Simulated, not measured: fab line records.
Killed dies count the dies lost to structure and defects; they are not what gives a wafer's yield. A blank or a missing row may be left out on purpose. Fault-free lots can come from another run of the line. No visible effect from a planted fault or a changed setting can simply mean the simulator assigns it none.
Chamber matching -- flow n5-finfet -- N5_BEOL_M5_CURE_79 on uv-cure-01 has 3 sister chambers
The step cures SiCOH lowk, time 240 s. 3 wafers are shown with their chamber, then 9 later ones without.

EACH WAFER AND ITS CHAMBER
wafer,chamber,wafer_temp_C_max
L081.6,1,387.9
L085.5,2,385.4
L092.5,0,386.2

WAFERS WITH NO CHAMBER GIVEN
wafer,wafer_temp_C_max
L093.2,386.1
L093.3,386.0
L093.6,386.0
L097.2,387.5
L097.3,388.1
L097.5,388.6
L096.1,386.1
L096.3,386.4
L096.6,385.7

WHICH CHAMBER EACH ONE RAN IN
wafer,from the rows above,in truth
L093.2,can't be placed: 0 or 2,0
L093.3,can't be placed: 0 or 2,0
L093.6,can't be placed: 0 or 2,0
L097.2,1,1
L097.3,1,1
L097.5,1,1
L096.1,can't be placed: 0 or 2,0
L096.3,0,0
L096.6,can't be placed: 2 or 0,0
Correct placement for 4 of the 9. From these rows, 5 cannot be placed; in 5 the true chamber is one of the candidates. Wrongly placed: 0.
How it was worked out, from the rows above alone: a wafer's distance from a chamber is the root of the sum, over the readings, of the square of ((its reading less the chamber's mean) divided by the reading's scatter). The wafer belongs to the nearest chamber; if the next one is less than 2 further off, it can't be placed. For every chamber, the mean is computed from those of its wafers that are shown. The scatter (one wafer shown for each chamber): square how far every hidden wafer sits from the nearest shown wafer, average those squares and take the square root.
